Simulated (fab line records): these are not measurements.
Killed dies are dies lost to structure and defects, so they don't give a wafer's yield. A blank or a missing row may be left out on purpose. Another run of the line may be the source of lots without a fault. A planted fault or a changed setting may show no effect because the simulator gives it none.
What tool caused it?    flow n5-finfet    15 lots, 45 wafers sampled, at 7 steps of a route of 1938

WHAT THE GAUGES SHOWED, per wafer
N5_BEOL_M4_CD_MEAS_18: pitch 36 nm, target cd 18 nm. Usual: cd-nm 18.1 nm, standard deviation 0.36.
lot   measured      on         cd-nm (nm)      flag
L577  day 7 04:14   cd-sem-02  18.4 17.7 17.5  
L579  day 8 05:38   cd-sem-01  18.2 18.1 18.4  
L580  day 8 20:52   cd-sem-01  18.3 18.8 18.5  
L584  day 9 01:08   cd-sem-01  18.2 18.0 18.1  
L583  day 9 01:16   cd-sem-02  18.5 18.3 18.2  
L581  day 9 03:53   cd-sem-02  - - -           OFF
L582  day 9 05:22   cd-sem-01  - - -           OFF
L585  day 9 05:33   cd-sem-01  - - -           OFF
L590  day 10 22:33  cd-sem-01  18.2 17.7 18.6  
L592  day 11 09:01  cd-sem-02  18.0 18.1 18.0  
L593  day 11 13:02  cd-sem-02  18.5 18.1 18.3  
L594  day 11 14:14  cd-sem-01  17.9 18.1 18.4  
L598  day 13 08:30  cd-sem-03  18.3 18.6 18.2  
L599  day 13 10:02  cd-sem-03  17.6 17.6 17.5  
L600  day 13 16:34  cd-sem-01  18.0 17.5 17.9  

N5_BEOL_M4_RC_MEAS_101. Usual: DIBL_N 35.9 mV/V, standard deviation 1.9; DIBL_P 35.8 mV/V, standard deviation 2.4; IOFF_N 0.15 nA/um, standard deviation 0.031; IOFF_P 0.21 nA/um, standard deviation 0.037; ION_N 672 uA/um, standard deviation 13; ION_P 462 uA/um, standard deviation 8.3; SS_N 71.5 mV/dec, standard deviation 0.72; SS_P 73.2 mV/dec, standard deviation 0.67; VT_N 250 mV, standard deviation 3.4; VT_P -250 mV, standard deviation 3.4.
lot   measured      on         DIBL_N (mV/V)   DIBL_P (mV/V)   IOFF_N (nA/um)  IOFF_P (nA/um)  ION_N (uA/um)  ION_P (uA/um)  SS_N (mV/dec)   SS_P (mV/dec)   VT_N (mV)    VT_P (mV)       flag
L577  day 7 22:57   prober-02  37.0 36.5 36.5  37.6 35.3 36.1  0.15 0.13 0.13  0.22 0.18 0.19  676 657 660    466 450 457    71.2 71.2 71.4  73.8 73.2 72.7  250 253 252  -250 -253 -251  
L579  day 8 16:59   prober-02  32.8 33.6 32.4  33.2 34.1 32.9  0.11 0.11 0.10  0.14 0.14 0.13  650 640 651    452 435 444    70.8 70.8 70.5  72.9 73.1 72.6  255 259 258  -258 -259 -258  
L580  day 9 05:14   prober-02  35.8 37.4 35.5  35.0 36.8 34.3  0.13 0.16 0.13  0.18 0.22 0.18  661 669 669    453 462 459    71.1 72.1 71.0  72.7 73.6 73.0  251 252 252  -252 -250 -251  
L584  day 9 11:01   prober-02  35.9 33.1 36.3  36.7 32.7 36.9  0.16 0.11 0.17  0.22 0.16 0.22  684 657 678    462 456 460    70.7 70.2 71.2  73.4 71.7 73.2  248 252 247  -252 -254 -248  
L583  day 9 12:15   prober-02  35.1 37.4 38.2  36.0 37.4 37.8  0.15 0.18 0.18  0.20 0.23 0.24  675 683 668    460 466 467    71.0 71.9 73.1  73.3 74.1 73.8  249 248 248  -250 -251 -249  
L590  day 11 05:10  prober-01  36.8 35.0 34.6  38.0 35.3 36.1  0.17 0.14 0.14  0.24 0.20 0.21  676 655 679    465 459 470    71.6 71.8 71.0  73.1 73.2 73.0  249 253 249  -245 -247 -246  
L592  day 11 16:10  prober-01  38.7 38.1 36.4  40.9 38.9 37.9  0.24 0.21 0.17  0.30 0.25 0.22  691 670 684    472 463 469    72.6 72.7 71.6  73.3 72.8 74.0  244 247 251  -245 -244 -247  
L593  day 12 00:19  prober-01  35.3 35.6 34.8  36.0 35.1 35.6  0.14 0.14 0.13  0.21 0.19 0.20  675 669 666    473 460 461    70.9 70.4 71.4  73.6 73.2 72.9  251 252 254  -248 -250 -251  
L594  day 11 21:08  prober-02  39.6 38.2 36.8  39.5 36.9 36.1  0.21 0.18 0.16  0.29 0.24 0.22  684 682 674    476 469 464    71.4 72.2 71.6  74.8 73.5 73.5  243 247 248  -247 -251 -249  
L598  day 13 22:16  prober-02  36.2 37.0 35.5  39.0 39.4 37.0  0.16 0.16 0.14  0.23 0.22 0.19  667 662 672    459 451 461    71.7 71.6 71.8  73.3 73.5 73.1  252 249 252  -248 -250 -250  
L599  day 13 22:01  prober-01  38.1 37.9 35.8  39.6 38.2 37.0  0.19 0.18 0.15  0.26 0.23 0.20  677 696 674    462 474 464    72.5 72.1 71.2  74.5 74.2 74.0  246 249 251  -246 -248 -251  
L600  day 14 01:53  prober-02  34.6 36.8 36.9  33.6 35.7 35.7  0.13 0.17 0.16  0.20 0.23 0.23  674 690 682    473 475 473    70.6 71.4 71.3  72.7 73.0 72.5  250 249 253  -251 -247 -247  

EACH LOT AND THE TOOL THAT RAN IT (in order: tool; ch and the chambers of the sampled wafers; start)
lot   N5_BEOL_M4_DESCUM_16                N5_BEOL_M4_ETCH_74                  N5_BEOL_M4_ETCH_63                  N5_BEOL_M4_ETCH_64                  N5_BEOL_M4_HM_OPEN_17
L577  rie-diel-05 ch 0,2,3, day 7 03:48   rie-diel-05 ch 0,2,3, day 7 03:50   rie-diel-05 ch 0,2,3, day 7 03:51   rie-diel-05 ch 0,2,3, day 7 03:53   rie-metal-01 ch 0,1, day 7 04:04
L579  rie-diel-04 ch 2,3, day 8 05:12     rie-diel-04 ch 2,3, day 8 05:14     rie-diel-04 ch 2,3, day 8 05:15     rie-diel-04 ch 2,3, day 8 05:17     rie-metal-01 ch 0,1, day 8 05:27
L580  rie-diel-04 ch 1,2,3, day 8 20:25   rie-diel-04 ch 1,2,3, day 8 20:27   rie-diel-04 ch 1,2,3, day 8 20:28   rie-diel-04 ch 1,2,3, day 8 20:30   rie-metal-03 ch 0,1, day 8 20:40
L584  rie-diel-05 ch 1,2,3, day 9 00:38   rie-diel-05 ch 1,2,3, day 9 00:40   rie-diel-05 ch 1,2,3, day 9 00:41   rie-diel-05 ch 1,2,3, day 9 00:43   rie-metal-02 ch 0,1, day 9 00:53
L583  rie-diel-06 ch 1,3, day 9 00:50     rie-diel-06 ch 1,3, day 9 00:52     rie-diel-06 ch 1,3, day 9 00:53     rie-diel-06 ch 1,3, day 9 00:55     rie-metal-03 ch 0,1, day 9 01:07
L581  rie-diel-04 ch 1,2, day 9 03:20     rie-diel-04 ch 1,2, day 9 03:23     rie-diel-04 ch 1,2, day 9 03:25     rie-diel-04 ch 1,2, day 9 03:28     rie-metal-03 ch 0,1, day 9 03:43
L582  rie-diel-05 ch 0,1,3, day 9 04:50   rie-diel-05 ch 0,1,3, day 9 04:53   rie-diel-05 ch 0,1,3, day 9 04:53   rie-diel-05 ch 0,1,3, day 9 04:55   rie-metal-01 ch 0,1, day 9 05:05
L585  rie-diel-06 ch 1,2,3, day 9 05:06   rie-diel-06 ch 1,2,3, day 9 05:08   rie-diel-06 ch 1,2,3, day 9 05:09   rie-diel-06 ch 1,2,3, day 9 05:10   rie-metal-03 ch 0,1, day 9 05:23
L590  rie-diel-06 ch 2,3, day 10 22:06    rie-diel-06 ch 2,3, day 10 22:08    rie-diel-06 ch 2,3, day 10 22:09    rie-diel-06 ch 2,3, day 10 22:11    rie-metal-02 ch 0,1, day 10 22:23
L592  rie-diel-06 ch 0,3, day 11 08:35    rie-diel-06 ch 0,3, day 11 08:37    rie-diel-06 ch 0,3, day 11 08:38    rie-diel-06 ch 0,3, day 11 08:40    rie-metal-03 ch 0,1, day 11 08:50
L593  rie-diel-06 ch 0,1, day 11 12:37    rie-diel-06 ch 0,1, day 11 12:38    rie-diel-06 ch 0,1, day 11 12:40    rie-diel-06 ch 0,1, day 11 12:41    rie-metal-03 ch 0,1, day 11 12:52
L594  rie-diel-04 ch 1,2,3, day 11 13:47  rie-diel-04 ch 1,2,3, day 11 13:49  rie-diel-04 ch 1,2,3, day 11 13:50  rie-diel-04 ch 1,2,3, day 11 13:52  rie-metal-01 ch 0,1, day 11 14:02
L598  rie-diel-06 ch 0,2,3, day 13 08:04  rie-diel-06 ch 0,2,3, day 13 08:06  rie-diel-06 ch 0,2,3, day 13 08:07  rie-diel-06 ch 0,2,3, day 13 08:08  rie-metal-02 ch 0,1, day 13 08:19
L599  rie-diel-04 ch 0,3, day 13 09:36    rie-diel-04 ch 0,3, day 13 09:38    rie-diel-04 ch 0,3, day 13 09:39    rie-diel-04 ch 0,3, day 13 09:41    rie-metal-03 ch 0,1, day 13 09:51
L600  rie-diel-04 ch 0,1,2, day 13 16:08  rie-diel-04 ch 0,1,2, day 13 16:10  rie-diel-04 ch 0,1,2, day 13 16:11  rie-diel-04 ch 0,1,2, day 13 16:12  rie-metal-01 ch 0,1, day 13 16:25
- N5_BEOL_M4_DESCUM_16: chemistry O2, time 7 s.
- N5_BEOL_M4_ETCH_74: etches underlayer in N2/H2, target depth 6.5 nm, time 5.2 s.
- N5_BEOL_M4_ETCH_63: etches SiARC in CF4, target depth 15.6 nm, time 26 s.
- N5_BEOL_M4_ETCH_64: etches SOC in N2/H2, target depth 75 nm, overetch 22.5 nm, time 121.9 s.
- N5_BEOL_M4_HM_OPEN_17: chemistry Cl2/BCl3, target TiN, target depth 20 nm, overetch 6 nm.

WHAT THE TOOLS THEMSELVES READ (means of the sampled wafers that have a number; where no wafer has one, the mark that the record gives instead)
N5_BEOL_M4_DESCUM_16. Usual: drypump-motor-current-A 5.6 A, standard deviation 0.55; oes-product-au 0.78 a.u., standard deviation 0.085; rf-vpp-V 242.6 V, standard deviation 1.6; showerhead-plenum-p-Torr 2.07 Torr, standard deviation 0.075; throttle-valve-pct 20.53 %, standard deviation 0.2.
lot   tool         drypump-motor-current-A (A)  oes-product-au (a.u.)  rf-vpp-V (V)  showerhead-plenum-p-Torr (Torr)  throttle-valve-pct (%)  flag
L577  rie-diel-05  5.9                          0.77                   242.2         2.10                             20.53                   
L579  rie-diel-04  4.9                          0.71                   242.7         2.12                             20.59                   
L580  rie-diel-04  5.2                          0.76                   243.4         2.10                             20.62                   
L584  rie-diel-05  6.0                          0.76                   241.6         2.05                             20.49                   
L583  rie-diel-06  5.3                          0.85                   241.4         2.01                             20.46                   
L581  rie-diel-04  5.5                          0.80                   243.4         2.13                             20.60                   
L582  rie-diel-05  5.7                          0.73                   242.3         2.05                             20.66                   
L585  rie-diel-06  5.4                          0.85                   242.0         2.04                             20.44                   
L590  rie-diel-06  5.4                          0.88                   243.8         2.11                             20.30                   
L592  rie-diel-06  6.0                          0.94                   243.1         2.05                             20.24                   
L593  rie-diel-06  6.1                          0.88                   240.8         2.01                             20.38                   
L594  rie-diel-04  5.2                          0.74                   242.8         2.09                             20.66                   
L598  rie-diel-06  5.7                          0.88                   243.0         2.08                             20.30                   
L599  rie-diel-04  5.6                          0.71                   243.8         2.11                             20.64                   
L600  rie-diel-04  5.6                          0.73                   243.5         2.14                             20.62                   

N5_BEOL_M4_ETCH_74. Usual: bias-w 150.0 W, standard deviation 0.4; chamber-pressure-mTorr 30.00 mTorr, standard deviation 0.039; drypump-motor-current-A 5.6 A, standard deviation 0.55; etch-rf-on-time-s 5.13 s, standard deviation 0.14; oes-product-au 0.67 a.u., standard deviation 0.072; rf-vpp-V 522.9 V, standard deviation 2.9; showerhead-plenum-p-Torr 2.51 Torr, standard deviation 0.095; throttle-valve-pct 17.94 %, standard deviation 0.22.
lot   tool         bias-w (W)  chamber-pressure-mTorr (mTorr)  drypump-motor-current-A (A)  etch-rf-on-time-s (s)  oes-product-au (a.u.)  rf-vpp-V (V)  showerhead-plenum-p-Torr (Torr)  throttle-valve-pct (%)  flag
L577  rie-diel-05  150.1       29.99                           5.9                          5.08                   0.67                   524.7         2.54                             17.90                   
L579  rie-diel-04  150.2       30.03                           4.9                          5.31                   0.60                   524.3         2.57                             17.97                   
L580  rie-diel-04  150.2       29.99                           5.2                          5.21                   0.65                   523.4         2.55                             18.03                   
L584  rie-diel-05  150.1       29.96                           6.0                          5.02                   0.66                   523.4         2.49                             17.87                   
L583  rie-diel-06  150.5       30.00                           5.3                          5.06                   0.73                   521.2         2.43                             17.80                   
L581  rie-diel-04  150.3       30.04                           5.5                          5.22                   0.68                   525.8         2.59                             18.01                   
L582  rie-diel-05  149.9       30.02                           5.7                          5.05                   0.63                   522.5         2.48                             18.03                   
L585  rie-diel-06  150.0       29.97                           5.4                          5.07                   0.73                   521.5         2.46                             17.72                   
L590  rie-diel-06  149.9       30.01                           5.4                          4.97                   0.76                   525.4         2.54                             17.58                   
L592  rie-diel-06  149.9       29.98                           6.0                          5.19                   0.79                   522.1         2.50                             17.78                   
L593  rie-diel-06  150.0       30.00                           6.2                          5.14                   0.74                   521.3         2.44                             17.88                   
L594  rie-diel-04  150.0       30.02                           5.2                          5.22                   0.64                   524.5         2.54                             18.08                   
L598  rie-diel-06  149.8       30.01                           5.7                          5.04                   0.75                   522.0         2.51                             17.72                   
L599  rie-diel-04  149.7       29.96                           5.6                          5.16                   0.61                   524.7         2.57                             18.20                   
L600  rie-diel-04  150.0       29.98                           5.6                          5.30                   0.62                   526.0         2.61                             18.12                   

N5_BEOL_M4_ETCH_63. Usual: bias-w 36.01 W, standard deviation 0.11; cf4-flow-sccm 100.0 sccm, standard deviation 0.32; drypump-motor-current-A 5.6 A, standard deviation 0.55; etch-rf-on-time-s 25.7 s, standard deviation 0.77; oes-product-au 0.67 a.u., standard deviation 0.074; rf-vpp-V 183.7 V, standard deviation 1.3; showerhead-plenum-p-Torr 2.11 Torr, standard deviation 0.075; throttle-valve-pct 15.68 %, standard deviation 0.22.
lot   tool         bias-w (W)  cf4-flow-sccm (sccm)  drypump-motor-current-A (A)  etch-rf-on-time-s (s)  oes-product-au (a.u.)  rf-vpp-V (V)  showerhead-plenum-p-Torr (Torr)  throttle-valve-pct (%)  flag
L577  rie-diel-05  36.01       100.1                 5.9                          25.6                   0.66                   184.2         2.13                             15.65                   
L579  rie-diel-04  36.05       99.9                  4.9                          26.7                   0.61                   184.1         2.16                             15.75                   
L580  rie-diel-04  35.93       99.9                  5.2                          26.3                   0.65                   184.9         2.15                             15.77                   
L584  rie-diel-05  35.92       100.2                 6.0                          25.2                   0.65                   184.1         2.10                             15.70                   
L583  rie-diel-06  36.04       99.7                  5.3                          25.5                   0.73                   182.8         2.06                             15.52                   
L581  rie-diel-04  36.06       100.1                 5.5                          26.2                   0.69                   185.2         2.19                             15.77                   
L582  rie-diel-05  35.90       100.2                 5.8                          25.0                   0.64                   182.8         2.09                             15.82                   
L585  rie-diel-06  35.83       99.9                  5.4                          25.1                   0.73                   183.0         2.08                             15.52                   
L590  rie-diel-06  36.03       99.8                  5.4                          25.0                   0.75                   185.2         2.14                             15.38                   
L592  rie-diel-06  36.13       100.0                 6.0                          25.7                   0.80                   183.7         2.10                             15.32                   
L593  rie-diel-06  36.01       100.0                 6.1                          25.8                   0.75                   182.9         2.05                             15.47                   
L594  rie-diel-04  35.94       100.1                 5.2                          26.3                   0.63                   184.0         2.14                             15.83                   
L598  rie-diel-06  36.13       100.2                 5.7                          25.7                   0.74                   183.4         2.11                             15.39                   
L599  rie-diel-04  36.07       100.1                 5.6                          25.8                   0.61                   183.6         2.16                             15.85                   
L600  rie-diel-04  35.99       99.8                  5.5                          26.5                   0.62                   184.1         2.19                             15.83                   

N5_BEOL_M4_ETCH_64. Usual: bias-w is 150.0 W with standard deviation 0.44, chamber-pressure-mTorr is 29.996 mTorr with standard deviation 0.028, drypump-motor-current-A is 5.6 A with standard deviation 0.55, oes-product-au is 0.59 a.u. with standard deviation 0.061, rf-vpp-V is 523.0 V with standard deviation 2.7, showerhead-plenum-p-Torr is 2.51 Torr with standard deviation 0.095, and throttle-valve-pct is 17.89 % with standard deviation 0.22.
lot   tool         bias-w (W)  chamber-pressure-mTorr (mTorr)  drypump-motor-current-A (A)  oes-product-au (a.u.)  rf-vpp-V (V)  showerhead-plenum-p-Torr (Torr)  throttle-valve-pct (%)  flag
L577  rie-diel-05  149.8       29.989                          5.9                          0.59                   523.8         2.54                             17.86                   
L579  rie-diel-04  150.2       29.986                          4.9                          0.55                   523.7         2.57                             17.93                   
L580  rie-diel-04  150.2       29.975                          5.2                          0.58                   524.0         2.55                             17.99                   
L584  rie-diel-05  149.5       29.983                          6.0                          0.57                   522.4         2.49                             17.83                   
L583  rie-diel-06  149.6       30.000                          5.3                          0.64                   521.2         2.43                             17.74                   
L581  rie-diel-04  -           -                               -                            -                      -             -                                -                       OFF
L582  rie-diel-05  -           -                               -                            -                      -             -                                -                       OFF
L585  rie-diel-06  -           -                               -                            -                      -             -                                -                       OFF
L590  rie-diel-06  149.3       29.987                          5.4                          0.66                   523.9         2.54                             17.54                   
L592  rie-diel-06  150.2       29.993                          6.0                          0.70                   523.1         2.50                             17.75                   
L593  rie-diel-06  150.5       30.001                          6.1                          0.66                   521.7         2.44                             17.82                   
L594  rie-diel-04  150.0       30.043                          5.2                          0.57                   523.4         2.54                             18.03                   
L598  rie-diel-06  150.0       30.011                          5.7                          0.66                   522.2         2.51                             17.67                   
L599  rie-diel-04  149.9       30.022                          5.7                          0.54                   524.3         2.57                             18.16                   
L600  rie-diel-04  149.9       29.998                          5.6                          0.56                   525.7         2.61                             18.07                   

N5_BEOL_M4_HM_OPEN_17. Usual: drypump-motor-current-A 5.5 A, standard deviation 0.34; oes-product-au 0.70 a.u., standard deviation 0.05; throttle-valve-pct 22.02 %, standard deviation 0.15.
lot   tool          drypump-motor-current-A (A)  oes-product-au (a.u.)  throttle-valve-pct (%)  flag
L577  rie-metal-01  5.2                          0.73                   22.14                   
L579  rie-metal-01  5.3                          0.75                   22.04                   
L580  rie-metal-03  5.4                          0.72                   21.89                   
L584  rie-metal-02  5.6                          0.69                   21.94                   
L583  rie-metal-03  5.4                          0.72                   21.90                   
L581  rie-metal-03  5.4                          0.31                   22.55                   OFF
L582  rie-metal-01  5.3                          0.32                   22.72                   OFF
L585  rie-metal-03  5.7                          0.30                   22.63                   OFF
L590  rie-metal-02  5.6                          0.69                   21.94                   
L592  rie-metal-03  5.7                          0.66                   21.99                   
L593  rie-metal-03  5.7                          0.67                   21.98                   
L594  rie-metal-01  5.2                          0.70                   22.14                   
L598  rie-metal-02  5.6                          0.67                   21.96                   
L599  rie-metal-03  5.7                          0.65                   22.00                   
L600  rie-metal-01  5.2                          0.68                   22.16                   

THE ANSWER, worked out from the rows above alone
Rule: lot off if the mean of its wafers having a number is beyond 3 standard deviations from the usual mean. Also off: a lot with no number at a reading for which 4 or more lots have one. The other lots that the step has rows for count as sound. First the gauges in route order, then the tools' own readings, where a lot's mean is used as printed above. The first step at which some lot is off is used, and at that step the reading that is off furthest; a lot without a number counts as furthest.
Off at N5_BEOL_M4_CD_MEAS_18 (cd-nm): L581, L582, L585. Without a number there: L581, L582, L585.
If a tool, at a process step before that reading, ran all the lots that are off and no sound lot after the first of them, it fits. Not tried: the gauges at N5_BEOL_M4_CD_MEAS_18; whatever is off there is also off at N5_BEOL_M4_ETCH_64, on other tools, and gauge error can't account for it. None of those tried fits.

WHAT THE SIMULATOR HAD INSERTED
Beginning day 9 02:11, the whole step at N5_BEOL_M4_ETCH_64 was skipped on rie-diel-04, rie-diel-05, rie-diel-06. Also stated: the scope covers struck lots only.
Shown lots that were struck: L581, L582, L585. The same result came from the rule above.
